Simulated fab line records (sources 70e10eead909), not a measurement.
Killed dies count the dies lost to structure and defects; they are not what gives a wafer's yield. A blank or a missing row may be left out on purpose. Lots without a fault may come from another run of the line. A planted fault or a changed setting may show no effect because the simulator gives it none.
Which of the tools did it? + flow nand_harc + Sampling: 7 lots, 21 wafers, 2 of 1159 route steps

== WHAT EACH GAUGE READ, for each wafer ==
NHARC_A_ONON_D1_THK_MEAS_18: measures by ellipsometry.
| lot  | measured     | on            | thk_nm (nm)    |
|------|--------------|---------------|----------------|
| L617 | day 8 14:34  | film_metro-01 | 991 990 989    |
| L621 | day 8 14:54  | film_metro-02 | 1005 1004 1004 |
| L623 | day 10 04:17 | film_metro-02 | 1007 1004 1004 |
| L627 | day 10 15:56 | film_metro-01 | 642 1000 1000  |
| L632 | day 12 04:10 | film_metro-02 | 996 995 995    |
| L635 | day 12 16:08 | film_metro-01 | 999 999 997    |
| L638 | day 13 08:48 | film_metro-01 | 984 984 985    |

== TOOL THAT RAN EACH LOT (tool first, then ch and the chambers of the sampled wafers, then the start) ==
| lot  | NHARC_A_ONON_D1_DEP_16           |
|------|----------------------------------|
| L617 | pecvd_onon-04 ch 0, day 8 14:14  |
| L621 | pecvd_onon-03 ch 0, day 8 14:27  |
| L623 | pecvd_onon-02 ch 0, day 10 03:50 |
| L627 | pecvd_onon-04 ch 0, day 10 15:26 |
| L632 | pecvd_onon-03 ch 0, day 12 03:40 |
| L635 | pecvd_onon-03 ch 0, day 12 15:38 |
| L638 | pecvd_onon-03 ch 0, day 13 08:21 |
- NHARC_A_ONON_D1_DEP_16: target thk 1000 nm.

== THE ANSWER, worked out from the rows above alone ==
Rule: what is usual is taken from the lots themselves. Put in order of their means at a reading, lots are off if they are a third of the lots or fewer, leave a main group of 4 or more, and stand apart from it by a gap of 3 or more times the standard deviation of the main group's means; of several such gaps the widest counts. The tables above print the reading to a certain number of digits; a main group whose means all agree to those digits is not used. Also off: a lot with no number at a reading for which 4 or more lots have one. The other lots that the step has rows for count as sound.
Off: L627, at NHARC_A_ONON_D1_THK_MEAS_18 (thk_nm). Mean 996 nm and standard deviation 7.4 in the main group.
If a tool, at a process step before that reading, ran all the lots that are off and no sound lot after the first of them, it fits. Gauges at NHARC_A_ONON_D1_THK_MEAS_18: tried the same way as those tools. One fits: NHARC_A_ONON_D1_DEP_16 on pecvd_onon-04. Its last sound lot is L617 (day 8 14:14), its first lot that is off L627 (day 10 15:26): a fault that began between those two fits.

== WHAT THE SIMULATOR HAD PUT IN ==
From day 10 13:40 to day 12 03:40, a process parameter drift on pecvd_onon-04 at NHARC_A_ONON_D1_DEP_16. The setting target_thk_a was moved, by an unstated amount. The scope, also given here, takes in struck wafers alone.
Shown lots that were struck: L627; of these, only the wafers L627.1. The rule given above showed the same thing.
